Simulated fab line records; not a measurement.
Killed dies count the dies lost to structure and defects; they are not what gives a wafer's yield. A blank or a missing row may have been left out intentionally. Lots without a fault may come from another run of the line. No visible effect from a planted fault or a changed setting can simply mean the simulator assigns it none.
Struck lot and sound lot, side by side | flow n5-finfet | 35 out of 1938 route steps
Sound: the wafers L950.1, L950.3, L950.6. Wafers struck: L961.1, L961.4, L961.5. At the end, the cause is stated.
Each step with rows lists, per side, the tool, then ch with its chambers, then its first start. Under that, the readings that differ: sound wafers | struck wafers | difference of the means | sigmas: that difference in standard deviations of wafers without a fault.
alike: same words and numbers on both sides, and readings whose means sit less than 2 such deviations apart. not compared: any withheld reading, any reading some wafer has no value for, any bound like >300 that may hide the same value, and any number with overlapping values for which the record gives no deviation.
A row with sigmas, a row that says differs or no value, or rows on one side alone: a step with any of these is where the two part. Numbers that don't overlap but have no deviation are shown without sigmas and don't part them. Lack of a reading on every wafer of one side parts them only where that side has two or more wafers.

first, 8 steps without rows for these wafers: N5_BEOL_M15_PEB_26 (peb time 90 s); N5_BEOL_M15_DEVELOP_27 (develop time 45 s); N5_BEOL_M15_HARDBAKE_32 (time 120 s); N5_BEOL_M15_DESCUM_33 (chemistry O2, time 7.9 s); N5_BEOL_M15_ETCH_61 (etches BARC in N2/H2, target depth 89 nm, overetch 26.7 nm, time 67.9 s); N5_BEOL_M15_TRENCH_ETCH_34 (etches SiO2 in C4F8/O2/Ar, target depth 872.93 nm, time 199 s); N5_BEOL_M15_STRIP_36 (strips in O2); N5_BEOL_M15_STRIP_62 (strips in O2).
N5_BEOL_M15_STRIP_37: strips in O2.
  sound on rie-diel-05 ch 0,2,3, day 12 01:13; struck on rie-diel-05 ch 0,1,2, day 15 01:38
  alike: drypump-motor-current-A, o2-flow-sccm, oes-product-au, rf-vpp-V, showerhead-plenum-p-Torr, temp-c, throttle-valve-pct
  not compared: rf-hours-counter-h
then, 25 steps without rows for these wafers: N5_BEOL_M15_ETCH_38 (etches SiCN in CF4/N2, target depth 106.4 nm, time 120.5 s); N5_BEOL_M15_PRECLEAN_39 (cleans in residue remover, time 60 s); N5_BEOL_M15_SRD_40 (time 30 s, dry time 30 s); N5_BEOL_M15_DEGAS_41 (time 60 s); N5_BEOL_M15_PRE_CLEAN_42 (time 30 s); N5_BEOL_M15_SPUTTER_43 (material TaN, target thk 15 nm, time 24.19 s); N5_BEOL_M15_SPUTTER_44 (material Ta, target thk 15 nm, time 24.19 s); N5_BEOL_M15_SPUTTER_45 (material Cu, target thk 100 nm, time 16.67 s); N5_BEOL_M15_ECD_47 (material Cu, target thk 1860 nm); N5_BEOL_M15_ANNEAL_48 (time 90 s); N5_BEOL_M15_CMP_49 (polishes, stops on SiO2, t overpolish 4.9 s, target thk 850 nm); N5_BEOL_M15_PRE_CLEAN_52 (time 15 s); N5_BEOL_M15_DEP_53 (deposits SiCN from 3MS/NH3, target thk 50 nm, time 17.8 s); N5_PASSIVATION_PECVD_00 (deposits SiO2 from SiH4/N2O, target thk 200 nm, time 11.2 s); N5_MIM_BOT_DEGAS_01 (time 60 s); N5_MIM_BOT_SPUTTER_00 (material TiN, target thk 35 nm, time 89.7 s); N5_MIM_TOP_ALD_00 (deposits Al2O3, purge time 3 s, co reactant pulse time 3 s); N5_MIM_TOP_ALD_01 (deposits HfO2, target thk 5.6 nm, pulse time 1 s, purge time 3 s); N5_MIM_TOP_ALD_02 (deposits Al2O3, purge time 3 s, co reactant pulse time 3 s); N5_MIM_TOP_DEGAS_04 (time 60 s); N5_MIM_TOP_SPUTTER_03 (material TiN, target thk 35 nm, time 89.7 s); N5_MIM_TOP_LITHO_HMDS_01 (time 60 s); N5_MIM_TOP_LITHO_COAT_02; N5_MIM_TOP_LITHO_EBR_04; N5_MIM_TOP_LITHO_SOFTBAKE_03 (time 90 s).
N5_PASSIVATION_PROBE_49:
  record: rows for the struck wafers here (prober-02, day 15 17:47), none for the sound ones

== WHERE THEY PART ==
At N5_PASSIVATION_PROBE_49 and nowhere else, as far as this record goes.

WHY: what had been put in by the simulator
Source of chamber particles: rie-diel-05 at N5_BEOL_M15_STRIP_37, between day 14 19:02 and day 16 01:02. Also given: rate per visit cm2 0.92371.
